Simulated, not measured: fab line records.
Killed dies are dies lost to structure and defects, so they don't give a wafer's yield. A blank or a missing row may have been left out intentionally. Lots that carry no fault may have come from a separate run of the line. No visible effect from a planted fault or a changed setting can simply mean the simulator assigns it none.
Chamber matching | flow n5-finfet | N5_BEOL_M11_ALD_74 on ald-metal-02 has 4 sister chambers
The step deposits TaN, target thk 2 nm, pulse time 2 s, purge time 3 s. 4 wafers are shown with their chamber, then 11 later ones without.

## WAFERS WITH THEIR CHAMBER
wafer  | chamber | heater-power-w (W)
L089.6 | 2       | 360
L090.3 | 3       | 355
L090.4 | 0       | 465
L091.1 | 1       | 474

## WAFERS MISSING THEIR CHAMBER
wafer  | heater-power-w (W)
L091.5 | 457
L091.6 | 368
L093.1 | 458
L093.4 | 356
L093.6 | 463
L096.1 | 461
L096.4 | 357
L096.5 | 455
L097.1 | 465
L097.5 | 367
L097.6 | 354

## THE CHAMBER EACH PASSED THROUGH
wafer  | from the rows above     | in truth
L091.5 | can't be placed: 0 or 1 | 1
L091.6 | can't be placed: 2 or 3 | 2
L093.1 | can't be placed: 0 or 1 | 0
L093.4 | can't be placed: 3 or 2 | 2
L093.6 | can't be placed: 0 or 1 | 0
L096.1 | can't be placed: 0 or 1 | 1
L096.4 | can't be placed: 3 or 2 | 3
L096.5 | can't be placed: 0 or 1 | 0
L097.1 | can't be placed: 0 or 1 | 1
L097.5 | can't be placed: 2 or 3 | 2
L097.6 | can't be placed: 3 or 2 | 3
Placed correctly: 0 of 11. Not placeable from these rows: 11 (in 11, the candidates include the true chamber). Placed wrongly: 0.
How it was worked out, from the rows above alone: a wafer's distance from a chamber is the root of the sum, over the readings, of the square of ((its reading less the chamber's mean) divided by the reading's scatter). The wafer belongs to the nearest chamber; if the next one is less than 2 further off, it can't be placed. A chamber's mean is the mean of its shown wafers. The scatter: root of mean squared gap, hidden wafer to nearest shown wafer, with one shown wafer a chamber.
